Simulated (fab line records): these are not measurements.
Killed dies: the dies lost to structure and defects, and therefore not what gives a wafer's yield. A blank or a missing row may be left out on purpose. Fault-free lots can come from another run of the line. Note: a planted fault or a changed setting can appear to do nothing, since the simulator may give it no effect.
Which tool did it? | flow nandHarc | 24 lots, 72 wafers sampled, at 6 steps of a route of 1302

## WHAT THE GAUGES READ, wafer by wafer
NHARC_A_CONTACT_INSPECT_10. Usual: 87 for rawDefectCount, sd 33.
lot  | measured     | on               | rawDefectCount | flag
L076 | day 22 17:07 | defectInspect-02 | 105 131 134    | 
L075 | day 22 17:17 | defectInspect-02 | 96 108 95      | 
L074 | day 22 19:00 | defectInspect-02 | 112 105 100    | 
L077 | day 23 08:07 | defectInspect-02 | 107 122 106    | 
L078 | day 23 22:46 | defectInspect-02 | 111 86 100     | 
L079 | day 24 20:05 | defectInspect-02 | 124 120 109    | 
L082 | day 25 01:59 | defectInspect-02 | 30 35 35       | 
L080 | day 25 04:49 | defectInspect-01 | 81 110 100     | 
L081 | day 26 08:29 | defectInspect-02 | 131 132 147    | 
L083 | day 26 10:29 | defectInspect-02 | 14 23 14       | 
L085 | day 26 14:02 | defectInspect-01 | 109 126 123    | 
L084 | day 26 17:34 | defectInspect-01 | 92 80 80       | 
L086 | day 27 10:50 | defectInspect-01 | 113 95 116     | 
L088 | day 28 05:56 | defectInspect-01 | 68 83 77       | 
L090 | day 28 09:42 | defectInspect-01 | 81 80 93       | 
L087 | day 28 11:35 | defectInspect-02 | 90 81 94       | 
L091 | day 28 13:10 | defectInspect-01 | 134 132 171    | 
L089 | day 28 16:24 | defectInspect-01 | 71 74 63       | 
L092 | day 29 10:14 | defectInspect-02 | 36 32 48       | 
L095 | day 30 08:52 | defectInspect-01 | 82 90 95       | 
L094 | day 30 12:37 | defectInspect-02 | 19 37 28       | 
L093 | day 30 15:16 | defectInspect-02 | 67 65 71       | 
L096 | day 32 04:19 | defectInspect-01 | 85 83 91       | 
L097 | day 32 05:55 | defectInspect-01 | 76 93 93       | 

NHARC_A_M0_OVL_MEAS_10: pitch 160 nm. Usual: overlayXNm 0.1 nm, standard deviation 0.95; overlayYNm 0.0 nm, standard deviation 0.72.
lot  | measured     | on         | overlayXNm (nm) | overlayYNm (nm) | flag
L076 | day 23 03:49 | overlay-01 | -0.1 0.1 0.5    | 0.1 0.0 0.6     | 
L075 | day 23 03:58 | overlay-01 | 1.9 1.7 1.0     | 0.1 0.6 0.0     | 
L074 | day 23 05:26 | overlay-01 | 1.3 0.7 1.1     | -0.4 0.4 0.2    | 
L077 | day 23 18:42 | overlay-02 | 0.7 0.9 1.1     | 1.7 1.1 1.4     | 
L078 | day 24 09:24 | overlay-02 | 1.8 1.5 1.5     | -0.2 -0.3 -0.8  | 
L079 | day 25 06:32 | overlay-01 | -1.1 -1.1 -0.8  | 1.1 1.8 1.3     | 
L082 | day 25 12:44 | overlay-02 | 0.9 1.4 1.1     | -0.4 -0.6 -0.4  | 
L080 | day 25 15:10 | overlay-02 | -0.6 -0.2 -0.1  | 0.3 0.6 0.5     | 
L081 | day 26 19:05 | overlay-02 | -0.2 -0.1 0.7   | -0.1 0.8 0.4    | 
L083 | day 26 20:51 | overlay-01 | -0.4 -0.6 -0.8  | -1.0 -0.9 -0.5  | 
L085 | day 27 00:24 | overlay-01 | -0.9 -0.4 -0.5  | -0.1 -0.4 0.1   | 
L084 | day 27 04:08 | overlay-01 | 0.2 0.3 0.7     | 0.3 1.0 0.5     | 
L086 | day 27 21:02 | overlay-02 | 0.1 0.9 0.2     | 0.1 0.7 1.0     | 
L088 | day 28 16:08 | overlay-01 | 1.0 0.7 1.1     | -0.8 -0.6 -0.9  | 
L090 | day 28 20:38 | overlay-01 | -0.7 -0.4 -0.6  | -0.2 0.0 0.2    | 
L087 | day 29 00:44 | overlay-01 | -0.8 -1.1 -1.0  | -1.1 -0.4 -0.1  | 
L091 | day 28 23:46 | overlay-01 | -1.0 -0.9 -1.0  | -0.7 -1.2 -1.1  | 
L089 | day 29 02:50 | overlay-02 | -1.3 -1.3 -1.0  | 0.3 0.3 -0.1    | 
L092 | day 29 20:40 | overlay-02 | 2.1 1.6 1.5     | -0.4 -1.1 -0.4  | 
L095 | day 30 20:05 | overlay-02 | -0.2 -0.2 0.3   | -0.6 0.5 -0.2   | 
L094 | day 30 23:07 | overlay-02 | 0.3 0.6 0.3     | -0.5 -0.6 0.2   | 
L093 | day 31 01:27 | overlay-01 | 0.6 0.4 -0.2    | -1.5 -1.2 -0.9  | 
L096 | day 32 14:46 | overlay-02 | -1.1 -0.8 -1.3  | 0.2 -0.1 -0.4   | 
L097 | day 32 16:08 | overlay-02 | 1.0 1.3 0.9     | -0.4 0.5 0.4    | 

NHARC_A_M0_INSPECT_27. Usual: 532 for rawDefectCount, sd 130.
lot  | measured     | on               | rawDefectCount | flag
L076 | day 23 06:27 | defectInspect-01 | 757 503 513    | 
L075 | day 23 06:34 | defectInspect-02 | 472 446 389    | 
L074 | day 23 08:05 | defectInspect-01 | 601 533 517    | 
L077 | day 23 21:19 | defectInspect-02 | 441 492 483    | 
L078 | day 24 12:02 | defectInspect-02 | 570 628 865    | 
L079 | day 25 09:08 | defectInspect-01 | 699 799 689    | 
L082 | day 25 15:25 | defectInspect-02 | 316 372 344    | 
L080 | day 25 18:10 | defectInspect-01 | 532 366 588    | 
L081 | day 26 21:41 | defectInspect-02 | 601 538 680    | 
L083 | day 26 23:25 | defectInspect-01 | 443 362 528    | 
L085 | day 27 02:58 | defectInspect-01 | 619 794 641    | 
L084 | day 27 06:42 | defectInspect-02 | 542 534 480    | 
L086 | day 27 23:36 | defectInspect-02 | 848 407 601    | 
L088 | day 28 18:46 | defectInspect-02 | 510 505 565    | 
L090 | day 28 23:19 | defectInspect-01 | 617 507 550    | 
L087 | day 29 03:45 | defectInspect-01 | 409 489 362    | 
L091 | day 29 02:25 | defectInspect-01 | 506 637 600    | 
L089 | day 29 05:32 | defectInspect-01 | 504 503 490    | 
L092 | day 29 23:29 | defectInspect-02 | 358 421 398    | 
L095 | day 30 22:40 | defectInspect-02 | 537 427 498    | 
L094 | day 31 01:41 | defectInspect-02 | 397 406 676    | 
L093 | day 31 04:01 | defectInspect-02 | 357 455 822    | 
L096 | day 32 17:20 | defectInspect-01 | 485 557 645    | 
L097 | day 32 18:51 | defectInspect-01 | 587 448 515    | 

NHARC_A_M1_CD_MEAS_09: the cd target is 120 nm. Usual: 120.1 nm for cdNm, sd 0.56.
lot  | measured     | on       | cdNm (nm)         | flag
L076 | day 23 07:41 | cdSem-03 | 120.0 119.5 120.0 | 
L075 | day 23 08:08 | cdSem-01 | 119.6 120.1 120.6 | 
L074 | day 23 09:26 | cdSem-02 | 119.7 120.0 120.0 | 
L077 | day 23 23:01 | cdSem-03 | 119.9 120.0 119.9 | 
L078 | day 24 13:18 | cdSem-01 | 119.4 119.4 119.6 | 
L079 | day 25 10:35 | cdSem-03 | 120.1 119.8 120.6 | 
L082 | day 25 16:41 | cdSem-03 | 120.4 120.0 119.9 | 
L080 | day 25 19:34 | cdSem-03 | 119.7 119.6 120.2 | 
L081 | day 26 23:46 | cdSem-02 | 120.3 120.9 120.6 | 
L083 | day 27 01:21 | cdSem-01 | 119.5 120.4 120.5 | 
L085 | day 27 04:14 | cdSem-01 | 120.2 119.9 120.8 | 
L084 | day 27 08:04 | cdSem-03 | 120.3 120.1 120.3 | 
L086 | day 28 00:59 | cdSem-02 | 119.5 120.1 120.1 | 
L088 | day 28 20:09 | cdSem-02 | 119.2 120.2 120.5 | 
L090 | day 29 00:42 | cdSem-03 | 119.9 120.5 120.1 | 
L087 | day 29 05:11 | cdSem-01 | 120.5 120.1 119.9 | 
L091 | day 29 03:47 | cdSem-02 | 120.9 120.4 120.9 | 
L089 | day 29 06:56 | cdSem-03 | 120.1 119.6 119.1 | 
L092 | day 30 00:43 | cdSem-02 | 120.1 120.4 120.2 | 
L095 | day 31 00:04 | cdSem-03 | 120.4 120.5 119.8 | 
L094 | day 31 03:05 | cdSem-02 | 120.5 120.9 121.7 | 
L093 | day 31 05:16 | cdSem-02 | 119.1 119.2 119.7 | 
L096 | day 32 18:45 | cdSem-03 | 121.1 120.1 121.6 | 
L097 | day 32 20:15 | cdSem-02 | 120.5 120.0 119.3 | 

## WHICH TOOL RAN EACH LOT (tool, then ch and the chambers of the sampled wafers, then the start)
lot  | NHARC_A_CONTACT_ETCH_133           | NHARC_A_M0_CMP_23
L076 | harCapEtch-03 ch 0,1, day 22 11:22 | cmp-03 ch 0,1,2, day 23 05:59
L075 | harCapEtch-02 ch 0,1, day 22 11:46 | cmp-01 ch 2,3, day 23 06:05
L074 | harCapEtch-01 ch 0,1, day 22 14:29 | cmp-03 ch 0,2,3, day 23 07:35
L077 | harCapEtch-02 ch 1, day 23 02:56   | cmp-03 ch 0,2, day 23 20:52
L078 | harCapEtch-02 ch 0,1, day 23 16:41 | cmp-03 ch 0,1,3, day 24 11:37
L079 | harCapEtch-03 ch 0,1, day 24 14:37 | cmp-04 ch 0,1,3, day 25 08:43
L082 | harCapEtch-02 ch 0,1, day 24 21:31 | cmp-03 ch 2,3, day 25 14:57
L080 | harCapEtch-01 ch 0,1, day 24 22:16 | cmp-04 ch 0,1,2, day 25 17:47
L081 | harCapEtch-02 ch 0,1, day 26 00:33 | cmp-01 ch 0,1,2, day 26 21:14
L083 | harCapEtch-01 ch 0,1, day 26 05:56 | cmp-04 ch 0,1, day 26 22:57
L085 | harCapEtch-03 ch 0,1, day 26 09:29 | cmp-04 ch 0,2,3, day 27 02:32
L084 | harCapEtch-02 ch 0,1, day 26 10:59 | cmp-03 ch 0,3, day 27 06:13
L086 | harCapEtch-01 ch 0,1, day 27 06:17 | cmp-03 ch 1,2, day 27 23:10
L088 | harCapEtch-01 ch 0,1, day 27 22:30 | cmp-04 ch 1,2,3, day 28 18:17
L090 | harCapEtch-02 ch 0,1, day 28 02:18 | cmp-01 ch 0,1,3, day 28 22:49
L087 | harCapEtch-01 ch 0,1, day 28 03:58 | cmp-03 ch 0,1,2, day 29 03:16
L091 | harCapEtch-03 ch 0,1, day 28 07:55 | cmp-03 ch 2,3, day 29 01:58
L089 | harCapEtch-01 ch 0,1, day 28 11:05 | cmp-01 ch 0,3, day 29 05:04
L092 | harCapEtch-03 ch 0,1, day 29 03:11 | cmp-03 ch 1,3, day 29 23:02
L095 | harCapEtch-02 ch 0,1, day 30 03:54 | cmp-04 ch 0,2,3, day 30 22:11
L094 | harCapEtch-03 ch 0,1, day 30 07:49 | cmp-03 ch 1,2,3, day 31 01:13
L093 | harCapEtch-01 ch 1, day 30 10:13   | cmp-04 ch 1,2,3, day 31 03:36
L096 | harCapEtch-02 ch 0, day 31 15:13   | cmp-03 ch 1,2, day 32 16:52
L097 | harCapEtch-03 ch 0,1, day 31 18:07 | cmp-01 ch 0,2, day 32 18:23
- NHARC_A_CONTACT_ETCH_133: etches the open film in C4F8/O2/Ar, time 374 s, target depth 1610 nm.
- NHARC_A_M0_CMP_23: polishes, t overpolish 20 s, target thk 113.75 nm.

## AS READ BY THE TOOLS THEMSELVES (means over the sampled wafers that have a number; for cases with no such wafer, the mark the record gives instead)
NHARC_A_M0_CMP_23. Usual: edgeZonePressureFrac 1.000, standard deviation 0.005; motorCurrentA 12.0 A, standard deviation 1.7; timeToEndpointS 27.7 s, standard deviation 2.5.
lot  | tool   | edgeZonePressureFrac | motorCurrentA (A) | timeToEndpointS (s) | flag
L076 | cmp-03 | 1.003                | 11.9              | 29.3                | 
L075 | cmp-01 | 0.996                | 11.1              | 27.3                | 
L074 | cmp-03 | 0.999                | 13.2              | 27.2                | 
L077 | cmp-03 | 0.996                | 12.5              | 26.7                | 
L078 | cmp-03 | 1.000                | 13.0              | 27.4                | 
L079 | cmp-04 | 1.000                | 10.9              | 28.0                | 
L082 | cmp-03 | 1.000                | 13.1              | 30.1                | 
L080 | cmp-04 | 1.002                | 12.1              | 28.8                | 
L081 | cmp-01 | 1.001                | 10.7              | 29.4                | 
L083 | cmp-04 | 0.999                | 11.2              | 28.1                | 
L085 | cmp-04 | 1.002                | 11.3              | 29.3                | 
L084 | cmp-03 | 1.002                | 13.2              | 26.3                | 
L086 | cmp-03 | 1.004                | 10.9              | 29.2                | 
L088 | cmp-04 | 1.000                | 12.2              | 31.4                | 
L090 | cmp-01 | 1.002                | 10.6              | 29.0                | 
L087 | cmp-03 | 0.998                | 11.7              | 26.6                | 
L091 | cmp-03 | 1.005                | 13.9              | 25.3                | 
L089 | cmp-01 | 1.002                | 10.6              | 28.2                | 
L092 | cmp-03 | 0.995                | 14.0              | 26.0                | 
L095 | cmp-04 | 1.000                | 11.0              | 24.3                | 
L094 | cmp-03 | 1.005                | 12.5              | 26.0                | 
L093 | cmp-04 | 1.002                | 12.0              | 26.9                | 
L096 | cmp-03 | 0.997                | 11.1              | 29.4                | 
L097 | cmp-01 | 0.996                | 10.4              | 25.8                | 

## THE ANSWER, worked out from the rows above alone
Rule: take the mean of a lot's wafers that have a number; if it is more than 3 standard deviations from the usual mean, the lot is off. A lot without any number at a reading at which 4 lots or more have one is off too. Where the step has rows for the other lots, those lots are counted as sound. Order of review: gauges by route order, followed by the tools' own readings, for which a lot's mean as printed above is used. The first step at which some lot is off is used, and at that step the reading that is off furthest; a lot without a number counts as furthest.
No lot is off on any of the readings shown, so nothing can be concluded from this.

## WHAT THE SIMULATOR HAD INSERTED
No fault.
